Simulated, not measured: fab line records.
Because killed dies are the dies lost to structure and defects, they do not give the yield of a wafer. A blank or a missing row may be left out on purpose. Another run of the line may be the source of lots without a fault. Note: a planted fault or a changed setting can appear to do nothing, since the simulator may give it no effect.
fab line records | flow n5Finfet
record: lots: 10 | wafers: 28 | lastDay: 19
route steps=1938 shown BEOL_M2@855 BEOL_M4@1111 PASSIVATION@1936
lots that met no fault: taken from a fault-free run of the same line
startH: the number of hours between the record's first day and the start of the first shown wafer of the lot | waitH: hours elapsed since this lot's preceding step | " same as the row above | L1.1+2: one row covering several wafers at once | - either no value or no given start | * or withheld: withheld | < > ~ a bound
route shown NAME@n: NAME is a module with steps in the file, n the number in the route of the first one | usual: the fault-free wafers' mean and standard deviation | same: alike in all rows | chamber/n: place in a boat | sites: per-site readings | _std_site: how widely they spread, as a standard deviation | _edge_site: outer sites' mean less inner sites' | radiusMm: how far each site lies from the wafer's centre | mask NAME#n: copy n | behind: the last tool/chamber to shape the wafer | hold: cause of the lot's hold/its duration in hours/its outcome | device: whichever transistor did not switch (one of n, p or np) | end of line: the route-end tests of the same wafers | a step without rows: its recipe alone | killed: the dies lost at the first sort to structure and to defects; this is not the yield of the wafer | map: dies across one wafer; x = killed, . = not, _ = none there
set.NAME: setting as actually run; set.NAME@STEP: the setting as run at that earlier step | model.NAME: the simulator's own value behind a step, which no gauge read
route steps across a sampled set of lots; one table per step, one row per wafer
services: a tool's chamber out of use, with start hour (startH, from the record's first day; less than 0 if before it), hours out, and reason
== steps ==
step: N5_BEOL_M2_OVL_MEAS_12
recipe: pointsPerWafer: 522
usual: M2_OVL: -0.2/0.64
lot.wafer | tool       | chamber | startH | waitH | M2_OVL[nm]
L559.3    | overlay-01 | 0       | 133.06 | 0.0   | 1.0
L559.5    | "          | 0       | "      | "     | 0.3
L559.6    | "          | 0       | "      | "     | -0.3
L560.2    | overlay-01 | 0       | 134.41 | 0.0   | -1.2
L560.3    | "          | 0       | "      | "     | -2.2
L560.5    | "          | 0       | "      | "     | -0.9
L561.1    | overlay-01 | 0       | 144.15 | 0.0   | -0.2
L561.2    | "          | 0       | "      | "     | 0.3
L561.6    | "          | 0       | "      | "     | -0.1
L563.1    | overlay-02 | 0       | 159.27 | 0.0   | 0.3
L563.3    | "          | 0       | "      | "     | 0.5
L563.4    | "          | 0       | "      | "     | -1.0
L562.2    | overlay-02 | 0       | 161.53 | 0.0   | 0.2
L562.6    | "          | 0       | "      | "     | 0.7
L567.1    | overlay-01 | 0       | 184.27 | 0.0   | 0.8
L567.2    | "          | 0       | "      | "     | 0.2
L567.6    | "          | 0       | "      | "     | 1.0
L569.1    | overlay-02 | 0       | 199.38 | 0.0   | -1.0
L569.5    | "          | 0       | "      | "     | -0.5
L569.6    | "          | 0       | "      | "     | -0.2
L574.1    | overlay-01 | 0       | 222.90 | 0.0   | -0.1
L574.6    | "          | 0       | "      | "     | -0.7
L581.1    | overlay-01 | 0       | 277.27 | 0.0   | -1.2
L581.3    | "          | 0       | "      | "     | -1.0
L581.4    | "          | 0       | "      | "     | -0.4
L582.1    | overlay-01 | 0       | 284.52 | 0.0   | -0.2
L582.3    | "          | 0       | "      | "     | 1.2
L582.6    | "          | 0       | "      | "     | 0.4
step: N5_BEOL_M2_CD_MEAS_28
recipe: targetCdNm: 26.2 | landingEnergyEv: 500 | detector: seInlens | targetCdYNm: 24.1 | polarity: opening
usual: cdNm: 26.23/0.26
lot.wafer | tool     | chamber | startH | waitH | cdNm
L559.3    | cdSem-03 | 0       | 133.90 | -     | 26.06
L559.5    | "        | 0       | "      | "     | 26.14
L559.6    | "        | 0       | "      | "     | 26.30
L560.2    | cdSem-02 | 0       | 135.40 | -     | 26.22
L560.3    | "        | 0       | "      | "     | 26.32
L560.5    | "        | 0       | "      | "     | 26.18
L561.1    | cdSem-01 | 0       | 145.21 | -     | 26.34
L561.2    | "        | 0       | "      | "     | 26.26
L561.6    | "        | 0       | "      | "     | 25.88
L563.1    | cdSem-02 | 0       | 160.36 | -     | 26.23
L563.3    | "        | 0       | "      | "     | 26.14
L563.4    | "        | 0       | "      | "     | 26.80
L562.2    | cdSem-03 | 0       | 162.58 | -     | 26.06
L562.6    | "        | 0       | "      | "     | 26.84
L567.1    | cdSem-02 | 0       | 185.12 | -     | 26.09
L567.2    | "        | 0       | "      | "     | 25.66
L567.6    | "        | 0       | "      | "     | 26.27
L569.1    | cdSem-02 | 0       | 200.60 | -     | 26.04
L569.5    | "        | 0       | "      | "     | 26.20
L569.6    | "        | 0       | "      | "     | 26.41
L574.1    | cdSem-03 | 0       | 223.96 | -     | 26.32
L574.6    | "        | 0       | "      | "     | 26.30
L581.1    | cdSem-01 | 0       | 278.12 | -     | 26.43
L581.3    | "        | 0       | "      | "     | 26.56
L581.4    | "        | 0       | "      | "     | 26.71
L582.1    | cdSem-01 | 0       | 285.37 | -     | 26.39
L582.3    | "        | 0       | "      | "     | 26.12
L582.6    | "        | 0       | "      | "     | 26.66
step: N5_BEOL_M2_ETCH_70
recipe: chemistry: N2/H2 | target: SOC | targetDepthA: 800 | overetchA: 240 | maskMaterial: SiARC | tempC: 40 | timeS: 130 | ionEnergyEv: 200 | pressureMtorr: 30 | sourceW: 840 | biasW: 150 | n2FlowSccm: 200 | h2FlowSccm: 200
usual: drypumpMotorCurrentA: 5.7/0.43 | n2FlowSccm: 200.0/0.62 | oesProductAu: 0.57/0.061 | rfVppV: 524.5/1.7 | runLengthS: 153.3/0.33 | showerheadPlenumPTorr: 2.56/0.052 | tempC: 40.01/0.12 | throttleValvePct: 17.84/0.18
lot.wafer | tool       | chamber | startH | waitH | drypumpMotorCurrentA | n2FlowSccm | oesProductAu | rfHoursCounterH | rfVppV | runLengthS | showerheadPlenumPTorr | tempC | throttleValvePct
L559.3    | rieDiel-05 | 3       | 148.25 | 0.0   | 5.3                  | 200.3      | 0.66         | 20              | 526.3  | 153.4      | 2.61                  | 39.97 | 17.76
L559.5    | "          | 2       | "      | "     | 5.5                  | 200.3      | 0.51         | -               | 522.7  | 153.4      | 2.52                  | 40.10 | 17.81
L559.6    | "          | 3       | "      | "     | 5.3                  | 199.5      | 0.66         | -               | 525.7  | 153.9      | 2.61                  | 39.91 | 17.79
L560.2    | rieDiel-02 | 3       | 151.53 | 0.0   | 6.4                  | 200.1      | 0.70         | 3               | 529.1  | 152.7      | 2.69                  | 39.96 | 17.37
L560.3    | "          | 2       | "      | "     | 5.8                  | 200.5      | 0.64         | 34              | 525.0  | 153.5      | 2.58                  | 40.11 | 17.71
L560.5    | "          | 3       | "      | "     | 6.3                  | 198.8      | 0.71         | -               | 528.0  | 152.7      | 2.69                  | 39.91 | 17.38
L561.1    | rieDiel-05 | 3       | 161.58 | 0.0   | 5.4                  | 199.6      | 0.65         | 25              | 525.2  | 153.0      | 2.61                  | 40.06 | 17.79
L561.2    | "          | 2       | "      | "     | 5.5                  | 200.0      | 0.51         | 213             | 522.1  | 153.7      | 2.52                  | 39.90 | 17.82
L561.6    | "          | 2       | "      | "     | 5.5                  | 200.3      | 0.52         | -               | 522.8  | 154.0      | 2.52                  | 39.85 | 17.83
L563.1    | rieDiel-05 | 2       | 178.45 | 0.0   | 5.5                  | 199.4      | 0.51         | 219             | 523.2  | 154.0      | 2.52                  | 39.94 | 17.83
L563.3    | "          | 0       | "      | "     | 6.2                  | 199.7      | 0.52         | 170             | 523.8  | 153.2      | 2.52                  | 40.12 | 17.97
L563.4    | "          | 3       | "      | "     | 5.3                  | 199.5      | 0.64         | 30              | 525.3  | 153.0      | 2.60                  | 39.94 | 17.78
L562.2    | rieDiel-06 | 3       | 189.59 | 0.0   | 5.8                  | 199.8      | 0.54         | 178             | 525.2  | 153.4      | 2.51                  | 39.95 | 17.75
L562.6    | "          | 2       | "      | "     | 6.3                  | 201.2      | 0.52         | -               | 523.7  | 153.1      | 2.51                  | 39.93 | 17.82
L567.1    | rieDiel-02 | 0       | 201.66 | 0.0   | 5.2                  | 200.7      | 0.51         | 231             | 526.8  | 153.4      | 2.60                  | 40.19 | 18.11
L567.2    | "          | 3       | "      | "     | 6.4                  | 199.6      | 0.67         | 21              | 528.3  | 153.3      | 2.68                  | 40.18 | 17.41
L567.6    | "          | 0       | "      | "     | 5.2                  | 200.0      | 0.52         | -               | 526.3  | 153.1      | 2.60                  | 40.14 | 18.10
L569.1    | rieDiel-02 | 0       | 227.59 | 0.0   | 5.2                  | 199.7      | 0.48         | 243             | 526.3  | 169.4      | 2.60                  | 39.84 | 18.12
L569.5    | "          | 0       | "      | "     | 5.2                  | 200.1      | 0.51         | -               | 525.7  | 153.1      | 2.60                  | 39.87 | 18.13
L569.6    | "          | 1       | "      | "     | 5.0                  | 200.0      | 0.51         | -               | 521.4  | 153.6      | 2.49                  | 39.91 | 17.89
L574.1    | rieDiel-02 | 3       | 231.24 | 0.0   | 6.4                  | 200.0      | 0.61         | 34              | 528.2  | 168.8      | 2.68                  | 40.03 | 17.43
L574.6    | "          | 2       | "      | "     | 5.8                  | 200.0      | 0.61         | -               | 523.8  | 153.1      | 2.57                  | 40.02 | 17.78
L581.1    | rieDiel-05 | 1       | 287.21 | 0.0   | 5.4                  | 199.6      | 0.53         | 210             | 523.4  | 153.3      | 2.52                  | 39.91 | 18.08
L581.3    | "          | 0       | "      | "     | 6.2                  | 200.5      | 0.51         | 208             | 522.2  | 153.4      | 2.51                  | 40.18 | 18.04
L581.4    | "          | 0       | "      | "     | 6.2                  | 200.6      | 0.50         | -               | 524.2  | 153.1      | 2.51                  | 40.11 | 18.03
L582.1    | rieDiel-05 | 1       | 299.78 | 0.0   | 5.4                  | 201.2      | 0.52         | 214             | 523.5  | 153.4      | 2.52                  | 39.99 | 18.10
L582.3    | "          | 2       | "      | "     | 5.5                  | 200.8      | 0.72         | 2               | 521.9  | 153.6      | 2.51                  | 39.87 | 17.44
L582.6    | "          | 1       | "      | "     | 5.4                  | 200.8      | 0.51         | -               | 522.8  | 153.3      | 2.52                  | 40.04 | 18.10
step: N5_BEOL_M2_ETCH_41
recipe: chemistry: CH3F/O2 | target: SiCN | targetDepthA: 299 | taperDeg: 2 | timeS: 52.5 | ionEnergyEv: 120 | maskMaterial: TiN | pressureMtorr: 30 | sourceW: 395 | biasW: 75 | Ar_flow_sccm: 150 | CH3F_flow_sccm: 30 | O2_flow_sccm: 20
usual: O2_flow_sccm: 20.00/0.06 | drypumpMotorCurrentA: 5.7/0.42 | oesProductAu: 0.77/0.09 | rfVppV: 297.6/1.1 | runLengthS: 75.8/0.32 | showerheadPlenumPTorr: 2.01/0.039 | throttleValvePct: 16.35/0.19
lot.wafer | tool       | chamber | startH | waitH | O2_flow_sccm | drypumpMotorCurrentA | oesProductAu | rfHoursCounterH | rfVppV | runLengthS | showerheadPlenumPTorr | throttleValvePct
L559.3    | rieDiel-05 | 3       | -      | -     | 20.10        | 5.3                  | 0.92         | 20              | 298.4  | 75.8       | 2.03                  | 16.05
L559.5    | "          | 2       | "      | "     | 20.05        | 5.5                  | 0.70         | -               | 297.5  | 76.1       | 1.99                  | 16.38
L559.6    | "          | 3       | "      | "     | 20.00        | 5.3                  | 0.92         | -               | 298.6  | 75.4       | 2.03                  | 16.05
L560.2    | rieDiel-02 | 3       | -      | -     | 20.10        | 6.4                  | 0.97         | 3               | 299.3  | 75.2       | 2.12                  | 16.05
L560.3    | "          | 2       | "      | "     | 20.05        | 5.8                  | 0.87         | 34              | 297.9  | 76.3       | 2.03                  | 16.16
L560.5    | "          | 3       | "      | "     | 20.06        | 6.4                  | 0.96         | -               | 299.9  | 75.2       | 2.11                  | 16.05
L561.1    | rieDiel-05 | 3       | -      | -     | 20.00        | 5.4                  | 0.90         | 25              | 298.0  | 75.6       | 2.03                  | 16.06
L561.2    | "          | 2       | "      | "     | 19.94        | 5.5                  | 0.69         | 213             | 298.7  | 76.1       | 1.98                  | 16.38
L561.6    | "          | 2       | "      | "     | 20.00        | 5.5                  | 0.69         | -               | 296.6  | 76.4       | 1.99                  | 16.39
L563.1    | rieDiel-05 | 2       | -      | -     | 19.97        | 5.5                  | 0.68         | 219             | 296.6  | 76.0       | 1.98                  | 16.40
L563.3    | "          | 0       | "      | "     | 19.97        | 6.2                  | 0.71         | 170             | 297.9  | 75.7       | 1.99                  | 16.53
L563.4    | "          | 3       | "      | "     | 19.93        | 5.3                  | 0.89         | 30              | 298.4  | 75.7       | 2.03                  | 16.05
L562.2    | rieDiel-06 | 3       | -      | -     | 20.12        | 5.8                  | 0.73         | 179             | 296.5  | 75.9       | 1.98                  | 16.38
L562.6    | "          | 2       | "      | "     | 19.98        | 6.3                  | 0.70         | -               | 296.2  | 75.4       | 1.98                  | 16.46
L567.1    | rieDiel-02 | 0       | -      | -     | 19.98        | 5.2                  | 0.69         | 231             | 299.7  | 75.9       | 2.05                  | 16.63
L567.2    | "          | 3       | "      | "     | 19.91        | 6.3                  | 0.92         | 21              | 299.6  | 75.3       | 2.11                  | 16.08
L567.6    | "          | 0       | "      | "     | 19.94        | 5.2                  | 0.69         | -               | 298.7  | 75.7       | 2.05                  | 16.64
L569.1    | rieDiel-02 | 0       | -      | -     | 19.97        | 5.2                  | 0.68         | 243             | 297.4  | 75.5       | 2.04                  | 16.68
L569.5    | "          | 0       | "      | "     | 20.09        | 5.2                  | 0.68         | -               | 298.8  | 76.1       | 2.04                  | 16.65
L569.6    | "          | 1       | "      | "     | 20.13        | 5.0                  | 0.68         | -               | 297.7  | 76.2       | 1.98                  | 16.49
L574.1    | rieDiel-02 | 3       | -      | -     | 19.95        | 6.3                  | 0.89         | 34              | 298.8  | 75.5       | 2.10                  | 16.12
L574.6    | "          | 2       | "      | "     | 20.00        | 5.8                  | 0.83         | -               | 297.3  | 75.6       | 2.02                  | 16.22
L581.1    | rieDiel-05 | 1       | -      | -     | 19.99        | 5.4                  | 0.70         | 210             | 296.2  | 75.6       | 1.96                  | 16.55
L581.3    | "          | 0       | "      | "     | 20.07        | 6.2                  | 0.69         | 208             | 297.1  | 75.7       | 1.98                  | 16.61
L581.4    | "          | 0       | "      | "     | 20.12        | 6.2                  | 0.69         | -               | 297.5  | 76.0       | 1.98                  | 16.60
L582.1    | rieDiel-05 | 1       | -      | -     | 19.96        | 5.4                  | 0.70         | 214             | 298.4  | 75.5       | 1.96                  | 16.55
L582.3    | "          | 2       | "      | "     | 19.92        | 5.5                  | 0.97         | 2               | 296.9  | 76.1       | 1.97                  | 15.97
L582.6    | "          | 1       | "      | "     | 19.95        | 5.4                  | 0.70         | -               | 297.3  | 75.9       | 1.96                  | 16.55
step: N5_BEOL_M4_RC_MEAS_101
usual: DIBL_N: 36.0/1.6 | DIBL_P: 35.8/2 | IOFF_N: 0.152/0.03 | IOFF_P: 0.20/0.031 | ION_N: 670/12 | ION_P: 459/7.4 | SS_N: 71.5/0.56 | SS_P: 73.2/0.64 | VT_N: 251/3.5 | VT_P: -252/3.3
lot.wafer | tool      | chamber | startH | waitH | DIBL_N[mV/V] | DIBL_P[mV/V] | IOFF_N[nA/um] | IOFF_P[nA/um] | ION_N[uA/um] | ION_P[uA/um] | SS_N[mV/dec] | SS_P[mV/dec] | VT_N[mV] | VT_P[mV]
L559.3    | prober-02 | 0       | 200.04 | 0.3   | 36.5         | 36.9         | 0.170         | 0.23          | 681          | 467          | 72.2         | 73.9         | 246      | -247
L559.5    | "         | 0       | "      | "     | 36.4         | 36.1         | 0.159         | 0.22          | 664          | 457          | 72.2         | 73.9         | 251      | -246
L559.6    | "         | 0       | "      | "     | 35.1         | 35.6         | 0.143         | 0.22          | 675          | 469          | 72.0         | 73.2         | 252      | -246
L560.2    | prober-02 | 0       | 203.82 | 0.2   | 36.7         | 35.8         | 0.154         | 0.20          | 674          | 462          | 72.0         | 73.0         | 251      | -253
L560.3    | "         | 0       | "      | "     | 36.7         | 35.5         | 0.141         | 0.19          | 657          | 454          | 71.0         | 73.0         | 254      | -254
L560.5    | "         | 0       | "      | "     | 33.5         | 31.3         | 0.101         | 0.15          | 650          | 450          | 71.0         | 72.1         | 255      | -256
L561.1    | prober-02 | 0       | 205.93 | 0.0   | 37.0         | 37.4         | 0.162         | 0.21          | 683          | 468          | 70.9         | 74.1         | 248      | -250
L561.2    | "         | 0       | "      | "     | 35.3         | 34.5         | 0.136         | 0.17          | 675          | 464          | 71.0         | 72.6         | 249      | -253
L561.6    | "         | 0       | "      | "     | 35.9         | 34.9         | 0.135         | 0.18          | 659          | 451          | 70.8         | 73.1         | 252      | -255
L562.2    | prober-01 | 0       | 214.81 | 0.2   | 36.7         | 37.3         | 0.176         | 0.21          | 670          | 452          | 71.8         | 73.2         | 251      | -251
L562.6    | "         | 0       | "      | "     | 35.8         | 35.5         | 0.165         | 0.19          | 667          | 456          | 71.8         | 73.5         | 247      | -254
L563.1    | prober-01 | 0       | 219.21 | 0.0   | 37.4         | 36.7         | 0.151         | 0.20          | 674          | 461          | 71.8         | 73.6         | 253      | -252
L563.3    | "         | 0       | "      | "     | 35.9         | 35.6         | 0.125         | 0.18          | 656          | 455          | 71.3         | 73.2         | 255      | -250
L563.4    | "         | 0       | "      | "     | 37.2         | 37.0         | 0.155         | 0.20          | 680          | 463          | 72.1         | 73.6         | 250      | -253
L567.1    | prober-01 | 0       | 245.94 | 0.0   | 34.2         | 33.1         | 0.111         | 0.15          | 654          | 447          | 71.0         | 71.8         | 257      | -257
L567.2    | "         | 0       | "      | "     | 35.1         | 34.1         | 0.124         | 0.15          | 647          | 441          | 71.6         | 72.7         | 255      | -255
L567.6    | "         | 0       | "      | "     | 36.6         | 36.1         | 0.150         | 0.18          | 663          | 451          | 72.1         | 73.1         | 251      | -256
L569.1    | prober-02 | 0       | 252.74 | 0.0   | 35.8         | 35.9         | 0.134         | 0.17          | 677          | 452          | 71.8         | 72.7         | 252      | -258
L569.5    | "         | 0       | "      | "     | 35.1         | 35.9         | 0.132         | 0.18          | 669          | 467          | 71.2         | 72.4         | 252      | -256
L569.6    | "         | 0       | "      | "     | 36.3         | 36.2         | 0.141         | 0.17          | 662          | 451          | 71.6         | 73.2         | 253      | -258
L574.1    | prober-02 | 0       | 284.35 | 0.0   | 34.7         | 33.2         | 0.122         | 0.15          | 658          | 452          | 71.2         | 73.1         | 254      | -257
L574.6    | "         | 0       | "      | "     | 36.8         | 35.7         | 0.154         | 0.19          | 667          | 452          | 71.9         | 73.5         | 252      | -252
L581.1    | prober-01 | 0       | 342.77 | 0.0   | 35.3         | 36.1         | 0.156         | 0.23          | 681          | 467          | 71.0         | 73.7         | 248      | -249
L581.3    | "         | 0       | "      | "     | 35.7         | 36.1         | 0.171         | 0.22          | 677          | 468          | 71.2         | 74.0         | 249      | -250
L581.4    | "         | 0       | "      | "     | 37.0         | 37.1         | 0.177         | 0.23          | 676          | 465          | 71.9         | 74.4         | 251      | -250
L582.1    | prober-02 | 0       | 347.34 | 0.0   | 34.3         | 34.4         | 0.129         | 0.17          | 655          | 454          | 70.4         | 72.7         | 250      | -253
L582.3    | "         | 0       | "      | "     | 31.8         | 30.1         | 0.087         | 0.11          | 632          | 435          | 71.7         | 71.6         | 259      | -261
L582.6    | "         | 0       | "      | "     | 33.2         | 32.1         | 0.113         | 0.14          | 658          | 449          | 71.2         | 72.2         | 255      | -258
step: N5_PASSIVATION_PROBE_49
usual: defectLimitedYield: 91.6/1.4 | killed_at_M0_to_M3: 33/10 | killed_at_M4_up: 13/5.3 | killedAtContacts: 13/5.9 | killedAtFrontEnd: 36/12 | killedAtOther: 4/3.1 | killedDies: 99/16 | killedOpen: 65/13 | killedShort: 32/7.3 | sort_bin_5_function: 4.9/0.9 | sort_bin_6_memory: 3.1/0.66 | sort_bin_8_speed: 0.0/0.42 | sortNPass: 1081/17 | sortYieldPct: 91.6/1.4
same: grossDies: 1180 | killedAtBackSide: 0 | sort_bin_4_leakage[%]: 0
lot.wafer | tool      | chamber | startH | waitH | defectLimitedYield[%] | killed_at_M0_to_M3 | killed_at_M4_up | killedAtContacts | killedAtFrontEnd | killedAtOther | killedDies | killedOpen | killedShort | sort_bin_5_function[%] | sort_bin_6_memory[%] | sort_bin_8_speed[%] | sortNPass | sortYieldPct[%]
L560.2    | prober-01 | -       | 312.29 | 0.1   | 90.9                  | 46                 | 6               | 8                | 41               | 6             | 107        | 80         | 27          | 5.5                    | 3.2                  | 0                   | 1073      | 90.9
L560.3    | prober-01 | -       | 312.34 | 0.1   | 91.4                  | 40                 | 13              | 9                | 32               | 7             | 101        | 67         | 28          | 5.2                    | 2.7                  | 0                   | 1079      | 91.4
L560.5    | prober-01 | -       | 312.44 | 0.2   | 92.2                  | 26                 | 11              | 9                | 43               | 3             | 92         | 50         | 34          | 4.6                    | 2.2                  | 0                   | 1088      | 92.2
L562.2    | prober-01 | -       | 321.06 | 0.1   | 91.9                  | 30                 | 5               | 23               | 30               | 7             | 95         | 49         | 43          | 5.0                    | 2.9                  | 0                   | 1085      | 91.9
L562.6    | prober-01 | -       | 321.26 | 0.3   | 91.4                  | 39                 | 9               | 22               | 31               | 0             | 101        | 65         | 36          | 5.3                    | 2.8                  | 0                   | 1079      | 91.4
L567.1    | prober-01 | -       | 349.35 | 0.0   | 89.8                  | 53                 | 17              | 14               | 31               | 5             | 120        | 74         | 43          | 5.9                    | 3.6                  | 0                   | 1060      | 89.8
L567.2    | prober-01 | -       | 349.40 | 0.1   | 92.7                  | 29                 | 14              | 11               | 26               | 6             | 86         | 55         | 26          | 3.7                    | 3.2                  | 0                   | 1094      | 92.7
L567.6    | prober-01 | -       | 349.60 | 0.3   | 90.3                  | 41                 | 10              | 10               | 44               | 10            | 115        | 75         | 31          | 5.5                    | 3.9                  | 0                   | 1065      | 90.3
L569.1    | prober-02 | -       | 353.36 | 0.0   | 92.1                  | 19                 | 22              | 5                | 41               | 6             | 93         | 58         | 27          | 4.7                    | 2.8                  | 0                   | 1087      | 92.1
L569.5    | prober-02 | -       | 353.56 | 0.2   | 91.9                  | 31                 | 27              | 3                | 28               | 6             | 95         | 62         | 33          | 4.5                    | 3.3                  | 0                   | 1085      | 91.9
L569.6    | prober-02 | -       | 353.61 | 0.3   | 89.9                  | 50                 | 8               | 12               | 40               | 9             | 119        | 80         | 37          | 5.8                    | 3.6                  | 0                   | 1061      | 89.9
L574.1    | prober-02 | -       | 391.37 | 0.0   | 92.3                  | 33                 | 10              | 12               | 33               | 3             | 91         | 58         | 30          | 4.2                    | 3.1                  | 0                   | 1089      | 92.3
L581.1    | prober-01 | -       | 459.06 | 0.0   | 92.5                  | 30                 | 13              | 14               | 23               | 8             | 88         | 55         | 33          | 3.8                    | 3.6                  | 0                   | 1092      | 92.5
L581.3    | prober-01 | -       | 459.16 | 0.1   | 92.3                  | 31                 | 5               | 16               | 27               | 12            | 91         | 69         | 22          | 4.1                    | 3.4                  | 0                   | 1089      | 92.3
L581.4    | prober-01 | -       | 459.21 | 0.2   | 91.5                  | 36                 | 9               | 20               | 28               | 7             | 100        | 63         | 36          | 4.8                    | 3.4                  | 0                   | 1080      | 91.5
killed by level:class
L560.2 BEOL_M0_SAQP:geometricParticle:open=11 STI_FIN_REVEAL:geometricParticle:open=10 BEOL_M1:geometricParticle:open=10 DUMMY_GATE:geometricParticle:open=8 MOL_CONTACT_COAG:geometricParticle:open=8 BEOL_M3:geometricParticle:open=8 FIN_SAQP:geometricParticle:open=7 BEOL_M0_SAQP:geometricParticle:short=7
L560.3 BEOL_M2:geometricParticle:open=12 MOL_CONTACT_COAG:geometricParticle:open=8 FIN_SAQP:geometricParticle:open=7 BEOL_M0_SAQP:geometricParticle:open=7 BEOL_M4:geometricParticle:open=6 HKMG_FIN:areaEtch=6 BEOL_M1:geometricParticle:open=4 BEOL_M2:geometricParticle:short=4
L560.5 FIN_SAQP:geometricParticle:short=9 BEOL_M0_SAQP:geometricParticle:short=8 MOL_CONTACT_COAG:geometricParticle:open=7 HKMG_FIN:areaEtch=7 FIN_SAQP:geometricParticle:open=6 BEOL_M2:geometricParticle:open=6 BEOL_M0_SAQP:geometricParticle:open=5 STARTING-WAFER:geometricParticle:open=5
L562.2 MOL_CONTACT_COAG:geometricParticle:open=12 DUMMY_GATE:geometricParticle:open=11 MOL_CONTACT_COAG:geometricParticle:short=9 BEOL_M0_SAQP:geometricParticle:short=9 BEOL_M0_SAQP:geometricParticle:open=9 FIN_SAQP:geometricParticle:short=6 PAD_METAL:geometricParticle:short=5 BEOL_M2:geometricParticle:open=4
L562.6 MOL_CONTACT_COAG:geometricParticle:open=19 BEOL_M2:geometricParticle:open=12 BEOL_M0_SAQP:geometricParticle:short=9 BEOL_M0_SAQP:geometricParticle:open=8 STI_FIN_REVEAL:geometricParticle:open=7 FIN_SAQP:geometricParticle:short=6 BEOL_M2:geometricParticle:short=4 STARTING-WAFER:geometricParticle:open=4
L567.1 BEOL_M0_SAQP:geometricParticle:open=15 BEOL_M0_SAQP:geometricParticle:short=15 BEOL_M1:geometricParticle:open=14 MOL_CONTACT_COAG:geometricParticle:open=12 FIN_SAQP:geometricParticle:open=6 BEOL_M1:geometricParticle:short=6 BEOL_M4:geometricParticle:short=6 STI_FIN_REVEAL:geometricParticle:open=4
L567.2 BEOL_M0_SAQP:geometricParticle:open=7 MOL_CONTACT_COAG:geometricParticle:open=7 BEOL_M0_SAQP:geometricParticle:short=6 BEOL_M2:geometricParticle:open=6 BEOL_M4:geometricParticle:open=6 FIN_SAQP:geometricParticle:open=4 FIN_SAQP:geometricParticle:short=4 STI_FIN_REVEAL:geometricParticle:open=4
L567.6 STI_FIN_REVEAL:geometricParticle:open=10 BEOL_M0_SAQP:geometricParticle:open=10 MOL_CONTACT_COAG:geometricParticle:open=9 BEOL_M0_SAQP:geometricParticle:short=8 BEOL_M2:geometricParticle:open=6 BEOL_M3:geometricParticle:open=6 GATE_CUT:geometricParticle:short=5 STARTING-WAFER:geometricParticle:open=5
L569.1 DUMMY_GATE:geometricParticle:open=7 FIN_SAQP:geometricParticle:open=5 STI_FIN_REVEAL:geometricParticle:open=5 BEOL_M4:geometricParticle:open=5 HKMG_FIN:areaEtch=5 MOL_CONTACT_COAG:geometricParticle:open=4 BEOL_M1:geometricParticle:open=4 BEOL_M6:geometricParticle:open=4
L569.5 BEOL_M4:geometricParticle:open=14 BEOL_M0_SAQP:geometricParticle:open=8 STI_FIN_REVEAL:geometricParticle:open=6 BEOL_M0_SAQP:geometricParticle:short=6 BEOL_M4:geometricParticle:short=5 BEOL_M1:geometricParticle:open=5 BEOL_M3:geometricParticle:open=4 STARTING-WAFER:geometricParticle:open=4
L569.6 BEOL_M0_SAQP:geometricParticle:short=12 STI_FIN_REVEAL:geometricParticle:open=11 MOL_CONTACT_COAG:geometricParticle:open=10 BEOL_M2:geometricParticle:open=9 BEOL_M3:geometricParticle:open=8 BEOL_M0_SAQP:geometricParticle:open=7 BEOL_M1:geometricParticle:open=7 DUMMY_GATE:geometricParticle:open=5
L574.1 MOL_CONTACT_COAG:geometricParticle:open=12 BEOL_M0_SAQP:geometricParticle:open=11 FIN_SAQP:geometricParticle:short=6 BEOL_M2:geometricParticle:open=6 BEOL_M0_SAQP:geometricParticle:short=5 BEOL_M3:geometricParticle:open=5 GATE_CUT:geometricParticle:short=4 STI_FIN_REVEAL:geometricParticle:open=3
L581.1 MOL_CONTACT_COAG:geometricParticle:open=12 BEOL_M0_SAQP:geometricParticle:short=7 BEOL_M4:geometricParticle:open=6 BEOL_M0_SAQP:geometricParticle:open=4 BEOL_M2:geometricParticle:short=4 BEOL_M3:geometricParticle:open=4 FIN_SAQP:geometricParticle:open=3 GATE_CUT:geometricParticle:short=3
L581.3 MOL_CONTACT_COAG:geometricParticle:open=15 FIN_SAQP:geometricParticle:open=9 BEOL_M0_SAQP:geometricParticle:open=8 STI_FIN_REVEAL:geometricParticle:open=7 BEOL_M1:geometricParticle:open=6 BEOL_M2:geometricParticle:open=5 FIN_SAQP:geometricParticle:short=4 BEOL_M0_SAQP:geometricParticle:short=4
L581.4 BEOL_M3:geometricParticle:open=17 MOL_CONTACT_COAG:geometricParticle:open=16 FIN_SAQP:geometricParticle:short=6 BEOL_M3:geometricParticle:short=5 BEOL_M2:geometricParticle:open=5 MOL_CONTACT_COAG:geometricParticle:short=4 BEOL_M0_SAQP:geometricParticle:open=4 STI_FIN_REVEAL:geometricParticle:short=3
== services ==
tool       | chamber | startH | hours | kind
rieDiel-02 | 0       | 153.84 | 5.9   | repair
rieDiel-02 | 1       | 156.34 | 5.9   | repair
rieDiel-02 | 0       | 190.66 | 4.0   | repair
rieDiel-02 | 2       | 212.97 | 7.8   | repair
rieDiel-02 | 0       | 233.99 | 1.9   | repair
rieDiel-02 | 0       | 250.82 | -     | clean
rieDiel-02 | 0       | 250.82 | -     | consumableReplace:focusRing
rieDiel-02 | 0       | 250.82 | 18.0  | scheduledDown
rieDiel-02 | 0       | 250.82 | 18.0  | ventCycle
rieDiel-02 | 1       | 269.00 | -     | clean
rieDiel-02 | 1       | 269.00 | -     | consumableReplace:focusRing
rieDiel-02 | 1       | 269.00 | 33.2  | scheduledDown
rieDiel-02 | 1       | 269.00 | 33.2  | ventCycle
rieDiel-02 | 2       | 274.60 | 2.7   | repair
rieDiel-05 | 2       | 276.14 | -     | clean
rieDiel-05 | 2       | 276.14 | -     | consumableReplace:focusRing
rieDiel-05 | 2       | 276.14 | 16.3  | scheduledDown
rieDiel-05 | 2       | 276.14 | 16.3  | ventCycle
== key ==
firstSign: step: N5_BEOL_M2_ETCH_70 | reading: runLengthS | direction: up | sigmas: 48 | usual: * | struck: *
effect none on later readings
metAt N5_BEOL_M2_ETCH_70
struckLots L569,L574
struckWafers L569.1,L574.1
notActingAt N5_BEOL_M2_OVL_MEAS_12,N5_BEOL_M2_CD_MEAS_28,N5_BEOL_M2_ETCH_41
onsetBetween 201.66 227.59
fault: kind: processParameterDrift | tool: rieDiel-02 | chamber: - | onsetH: 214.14 | steps: N5_BEOL_M2_ETCH_70 | channel: timeS | offset: * | shape: step | endH: 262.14 | scope: struckWafersOnly | actsIn: * | stated: *
